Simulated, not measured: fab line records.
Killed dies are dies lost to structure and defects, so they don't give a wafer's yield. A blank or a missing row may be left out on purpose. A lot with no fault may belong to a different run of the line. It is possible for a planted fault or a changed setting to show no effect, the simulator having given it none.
What tool caused it? ; flow n5_finfet ; 72 wafers sampled from 24 lots at 1 step of a route of 1938

## WHAT THE GAUGES SHOWED, per wafer
N5_DUMMY_REMOVAL_INSPECT_06: inspects for defects (brightfield).
lot;measured;on;raw_defect_count
L074;day 3 21:42;defect_inspect-01;20 22 26
L075;day 4 04:33;defect_inspect-01;17 18 12
L076;day 4 10:39;defect_inspect-01;15 13 5
L077;day 4 17:40;defect_inspect-02;18 18 23
L078;day 4 20:55;defect_inspect-02;10 8 7
L079;day 5 04:52;defect_inspect-02;28 5 24
L080;day 5 10:00;defect_inspect-02;17 16 17
L081;day 5 17:43;defect_inspect-02;9 9 6
L082;day 6 00:42;defect_inspect-01;18 12 8
L083;day 6 02:29;defect_inspect-01;24 13 24
L084;day 6 13:35;defect_inspect-01;14 11 24
L085;day 6 16:52;defect_inspect-02;21 16 22
L087;day 8 02:34;defect_inspect-01;18 27 17
L086;day 8 05:28;defect_inspect-02;8 9 10
L088;day 8 05:42;defect_inspect-02;7 15 4
L089;day 8 08:19;defect_inspect-02;9 13 5
L090;day 8 08:29;defect_inspect-01;4 9 16
L093;day 9 11:28;defect_inspect-02;8 6 11
L091;day 9 15:56;defect_inspect-01;6 12 13
L094;day 9 17:50;defect_inspect-02;6 11 6
L095;day 9 19:39;defect_inspect-01;10 7 10
L092;day 9 20:13;defect_inspect-01;7 11 10
L096;day 9 22:40;defect_inspect-01;13 13 16
L097;day 10 04:58;defect_inspect-02;25 18 26

## WHAT TOOL EACH LOT RAN ON (gives the tool, then ch and the chambers of the sampled wafers, and finally the start)
Before these readings, the record contains no process step.

## WHAT THE TOOLS THEMSELVES READ (means of the sampled wafers that have a number; where no wafer has one, the mark that the record gives instead)
The record holds no such reading with a usual standard deviation.

## THE ANSWER, worked out from the rows above alone
Rule: the usual values come from the lots themselves. The widest of any qualifying gaps counts: lots, ordered by their means at a reading, are off when they make up no more than a third of the lots, leave a main group of 4 or more, and stand apart from it by 3 or more times the standard deviation of that group's means. The tables above print the reading to a certain number of digits; a main group whose means all agree to those digits is not used. A lot without any number at a reading at which 4 lots or more have one is off too. Any other lot the step has rows for is counted as sound. After the gauges, taken in route order, come the tools' own readings; for these a lot's mean is taken, as printed above. At the first step where some lot is off, the reading lying furthest off is the one used; lots without a number count as furthest.
No lot is off at any reading shown: from this, nothing can be told.

## WHAT THE SIMULATOR PUT IN
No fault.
